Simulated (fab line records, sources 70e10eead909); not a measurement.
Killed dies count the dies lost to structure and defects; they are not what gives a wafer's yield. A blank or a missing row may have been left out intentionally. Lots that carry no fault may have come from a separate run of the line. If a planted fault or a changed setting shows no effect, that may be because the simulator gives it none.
Which tool was responsible?	flow nand harc	at 1 step of a route of 1159, 11 lots with 33 wafers sampled

## WHAT THE GAUGES READ, wafer by wafer
NHARC_A_SLIT_OVL_MEAS_10.
lot	measured	on	overlay x nm (nm)
L075	day 14 03:52	overlay-02	0.2 0.4 -0.1
L076	day 14 15:38	overlay-01	0.0 -0.4 -0.3
L078	day 15 07:28	overlay-01	0.8 0.3 0.6
L080	day 16 08:26	overlay-01	0.5 0.3 0.7
L084	day 16 22:05	overlay-02	0.7 1.2 0.4
L083	day 16 23:59	overlay-02	0.3 -0.3 0.1
L089	day 17 22:24	overlay-01	0.0 -0.4 0.2
L088	day 17 23:12	overlay-02	0.0 -0.6 -0.8
L092	day 18 10:04	overlay-01	-0.1 -0.6 -0.5
L094	day 19 04:03	overlay-02	-0.2 -0.3 -0.2
L097	day 20 11:05	overlay-02	0.1 0.2 0.0

## WHAT TOOL EACH LOT RAN ON (gives the tool, then ch and the chambers of the sampled wafers, and finally the start)
The record holds no process step before these readings.

## THE ANSWER, worked out from the rows above alone
Rule: usual is defined by the lots themselves. Put in order of their means at a reading, lots are off if they are a third of the lots or fewer, leave a main group of 4 or more, and stand apart from it by a gap of 3 or more times the standard deviation of the main group's means; of several such gaps the widest counts. If all means in a main group match to the digits the tables above print for the reading, that group is not used. A lot without any number at a reading at which 4 lots or more have one is off too. All remaining lots with rows at the step are treated as sound.
Nothing can be told from this: no lot is off at any reading shown.

## WHAT HAD BEEN PUT IN BY THE SIMULATOR
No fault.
